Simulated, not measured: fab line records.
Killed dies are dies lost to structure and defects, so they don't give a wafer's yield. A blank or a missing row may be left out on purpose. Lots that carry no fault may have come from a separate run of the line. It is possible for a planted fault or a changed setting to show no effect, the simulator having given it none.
Which of the tools did it? / flow n5Finfet / Sampling: 11 lots, 33 wafers, 2 of 1938 route steps

WHAT EACH GAUGE READ, for each wafer
N5_BEOL_M7_INSPECT_13: inspects for defects (brightfield).
lot=L617; measured=day 9 00:22; on=defectInspect-02; rawDefectCount=441 408 470
lot=L618; measured=day 9 06:43; on=defectInspect-01; rawDefectCount=408 360 323
lot=L619; measured=day 9 16:13; on=defectInspect-02; rawDefectCount=286 324 379
lot=L620; measured=day 10 07:50; on=defectInspect-01; rawDefectCount=412 398 406
lot=L621; measured=day 10 08:00; on=defectInspect-02; rawDefectCount=325 314 304
lot=L623; measured=day 10 14:29; on=defectInspect-02; rawDefectCount=504 348 369
lot=L626; measured=day 11 17:01; on=defectInspect-01; rawDefectCount=587 476 481
lot=L633; measured=day 13 04:55; on=defectInspect-02; rawDefectCount=454 344 469
lot=L634; measured=day 13 13:00; on=defectInspect-01; rawDefectCount=407 421 378
lot=L635; measured=day 13 16:01; on=defectInspect-01; rawDefectCount=411 369 417
lot=L640; measured=day 15 02:48; on=defectInspect-01; rawDefectCount=364 403 565

WHAT TOOL EACH LOT RAN ON (gives the tool, then ch and the chambers of the sampled wafers, and finally the start)
lot=L617; N5_BEOL_M6_DEP_56=pecvd-04 ch 0,1,2, day 8 22:19
lot=L618; N5_BEOL_M6_DEP_56=pecvd-04 ch 0,1, day 9 04:29
lot=L619; N5_BEOL_M6_DEP_56=pecvd-04 ch 0,1, day 9 11:46
lot=L620; N5_BEOL_M6_DEP_56=pecvd-04 ch 0,1, day 10 05:02
lot=L621; N5_BEOL_M6_DEP_56=pecvd-03 ch 1,2, day 10 05:07
lot=L623; N5_BEOL_M6_DEP_56=pecvd-03 ch 1,2, day 10 12:14
lot=L626; N5_BEOL_M6_DEP_56=pecvd-03 ch 1,2, day 11 14:59
lot=L633; N5_BEOL_M6_DEP_56=pecvd-02 ch 1,2, day 13 00:51
lot=L634; N5_BEOL_M6_DEP_56=pecvd-02 ch 0,1, day 13 11:09
lot=L635; N5_BEOL_M6_DEP_56=pecvd-02 ch 1,2, day 13 13:44
lot=L640; N5_BEOL_M6_DEP_56=pecvd-02 ch 1,2, day 15 00:49
- N5_BEOL_M6_DEP_56: deposits SiCN from 3MS/NH3, target thk 10 nm, time 17.5 s.

THE ANSWER, worked out from the rows above alone
Rule: the usual values come from the lots themselves. Put in order of their means at a reading, lots are off if they are a third of the lots or fewer, leave a main group of 4 or more, and stand apart from it by a gap of 3 or more times the standard deviation of the main group's means; of several such gaps the widest counts. If all means in a main group match to the digits the tables above print for the reading, that group is not used. Also off: a lot with no number at a reading for which 4 or more lots have one. All remaining lots with rows at the step are treated as sound.
No lot is off at any reading shown: from this, nothing can be told.

WHAT THE SIMULATOR HAD PUT IN
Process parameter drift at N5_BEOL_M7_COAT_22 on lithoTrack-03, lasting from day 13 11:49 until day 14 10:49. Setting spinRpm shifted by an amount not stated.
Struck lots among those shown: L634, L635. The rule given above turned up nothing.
